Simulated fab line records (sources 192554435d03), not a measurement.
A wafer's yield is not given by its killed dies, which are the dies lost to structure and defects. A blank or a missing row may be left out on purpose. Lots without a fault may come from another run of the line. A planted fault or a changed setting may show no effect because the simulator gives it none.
Struck lot and sound lot, side by side :: flow n5Finfet :: 24 out of 1938 route steps
Sound: the wafers L946.1, L946.3, L946.6. The struck wafers were L944.1, L944.2, L944.3. Last of all comes the cause.
Per side, at each step with rows, come the tool, then ch with its chambers, and then its first start. Under that, the readings that differ: sound wafers :: struck wafers :: difference of the means :: sigmas: that difference in standard deviations of wafers without a fault.
alike: a reading whose means differ by less than 2 such deviations, as well as words and numbers matching on both sides. not compared: withheld readings; readings where some wafer has no value; bounds like >300 that might hide an equal value; numbers whose values overlap and for which the record gives no deviation.
The two part at a step that has a row with sigmas, a row that says differs or no value, or rows on one side only. Numbers that have no deviation but don't overlap get no sigmas and don't part them. Lack of a reading on every wafer of one side parts them only where that side has two or more wafers.

first, 11 steps without rows for these wafers: N5_FIN_SAQP_ETCH_65 (etches SiO2 in CF4, target depth 4 nm, time 4.4 s); N5_FIN_SAQP_MANDREL_ETCH_58 (etches a-Si in HBr/Cl2, stops on SiNx, target depth 45 nm, bt time 10 s, time 27 s); N5_FIN_SAQP_RECESS_63 (chemistry HF/NH3, target SiO2, target depth 18 nm, afs cycles 3, sublimation time 60 s); N5_FIN_SAQP_COAT_68 (time 60 s, resist thk 100 nm); N5_FIN_SAQP_ETCH_69 (etches SOC in N2/H2, stops on SiNx, target depth 150 nm); N5_FIN_SAQP_ETCH_67 (etches SiNx in CH3F/O2, target depth 30 nm); N5_FIN_SAQP_STRIP_70 (strips in N2/H2); N5_FIN_SAQP_RECESS_71 (chemistry HF/NH3, target SiO2, target depth 3 nm, afs cycles 1, sublimation time 60 s); N5_FIN_SAQP_SPACER2_ALD_28 (deposits SiO2, target thk 8.1 nm, pulse time 1 s, purge time 2 s); N5_FIN_SAQP_SPACER2_ETCHBACK_29 (etches SiO2 in CHF3/O2, target depth 12.2 nm, time 6.1 s); N5_FIN_SAQP_MANDREL2_REMOVE_60 (chemistry HBr/Cl2/O2, target a-Si, stops on SiNx, bt time 10 s).
N5_FIN_SAQP_HM_OPEN_33: chemistry CH3F/O2, target SiNx, target depth 49.4 nm, time 70.6 s.
  sound on rieDiel-01 ch 0,1, day 4 01:36; struck on rieDiel-01 ch 1,2,3, day 3 13:30
  no value came back on the struck wafers for any of 8 readings (CH3F_flow_sccm (sccm), O2_flow_sccm (sccm) and others); on the sound wafers CH3F_flow_sccm (sccm) reads 29.93 29.89 30.03
  not compared: rfHoursCounterH
N5_FIN_SAQP_ETCH_34: etches SiO2 in C4F6/O2, target depth 45 nm, time 15 s.
  sound on rieDiel-01 ch 0,1, day 4 01:40; struck on rieDiel-01 ch 1,2,3, day 3 13:34
reading: etchRfOnTimeS (s)
sound: 14.6 15.3 14.5
struck: 37.5 37.5 37.5
difference: +22.7
sigmas: +73

reading: oesProductAu (a.u.)
sound: 0.62 0.61 0.61
struck: 0.30 0.30 0.27
difference: -0.32
sigmas: -7
  alike: drypumpMotorCurrentA, rfVppV, showerheadPlenumPTorr, throttleValvePct
  not compared: rfHoursCounterH
then, 1 step without rows for these wafers: N5_FIN_SAQP_STRIP_77 (strips in N2/H2, time 90 s).
N5_FIN_SAQP_HM_CD_35: the cd target is 8 nm.
  sound on cdSem-02 at day 4 01:49; struck on cdSem-02 at day 3 13:43
reading: cdNm (nm)
sound: 8.60 7.79 8.44
struck: - - -
difference: no value on the struck wafers
sigmas: 
then, 2 steps without rows for these wafers: N5_FIN_SAQP_ETCH_64 (etches SiO2 in CF4, target depth 1.5 nm); N5_FIN_SAQP_FIN_ETCH_36 (etches the open film in HBr/Cl2/O2, target depth 120 nm, time 50.4 s).
N5_FIN_SAQP_CD_MEAS_37: the cd target is 8 nm.
  sound on cdSem-02 at day 4 02:00; struck on cdSem-02 at day 3 13:54
reading: cdNm (nm)
sound: 8.22 7.38 8.50
struck: - - -
difference: no value on the struck wafers
sigmas: 
then, 3 steps without rows for these wafers: N5_FIN_SAQP_PRECLEAN_38 (cleans in O3/DIW, time 45 s); N5_FIN_SAQP_PRECLEAN_45 (cleans in dHF, time 10 s); N5_FIN_SAQP_SRD_39 (time 30 s).
N5_FIN_SAQP_OCD_MEAS_76:
  sound on ocd-01 at day 4 02:06; struck on ocd-02 at day 3 14:00
reading: trenchDepthNm (nm)
sound: 120.3 119.6 119.5
struck: 0.3 0.5 0
difference: -119.5
sigmas: -80
N5_BEOL_M4_RC_MEAS_101:
  the record has rows for the sound wafers here (prober-01 ch 0, day 10 06:32) and none for the struck ones
-- record jumps: 11 days separate the struck wafers' starts on either side; left off in module BEOL_M4, taken up again in module PASSIVATION, whose first shown step is the route's number 1936 --
N5_PASSIVATION_PROBE_49:
  sound on prober-01 at day 15 01:19; struck on prober-02 at day 14 14:47
reading: defectLimitedYield (%)
sound: 92.1 93.4 90.8
struck: 0 0 0
difference: -92
sigmas: -66

reading: killedAtFrontEnd
sound: 47 35 50
struck: 1121 1118 1134
difference: +1080
sigmas: +99 or more

reading: killedAtOther
sound: 10 4 8
struck: 0 0 3
difference: -6
sigmas: -2

reading: killedDies
sound: 93 78 108
struck: 1180 1180 1180
difference: +1087
sigmas: +68

reading: killedOnRim
sound: 14 15 9
struck: 152 152 152
difference: +139
sigmas: +33

reading: sort_bin_5_function (%)
sound: 4.9 3.4 5.8
struck: 96.5 96.7 96.4
difference: +91.8
sigmas: +96

reading: sortNPass
sound: 1087 1046 1072
struck: 0 0 0
difference: -1068
sigmas: -46

reading: sortYieldPct (%)
sound: 92.1 88.6 90.8
struck: 0 0 0
difference: -90
sigmas: -48
  alike: killed_at_M0_to_M3, killed_at_M4_up, killedAtContacts, killedOpen, killedShort, sort_bin_4_leakage, sort_bin_6_memory, sort_bin_8_speed

WHERE THEY PART
Last at N5_PASSIVATION_PROBE_49 as far as this record goes, first at N5_FIN_SAQP_HM_OPEN_33.

WHY: whatever the simulator had introduced
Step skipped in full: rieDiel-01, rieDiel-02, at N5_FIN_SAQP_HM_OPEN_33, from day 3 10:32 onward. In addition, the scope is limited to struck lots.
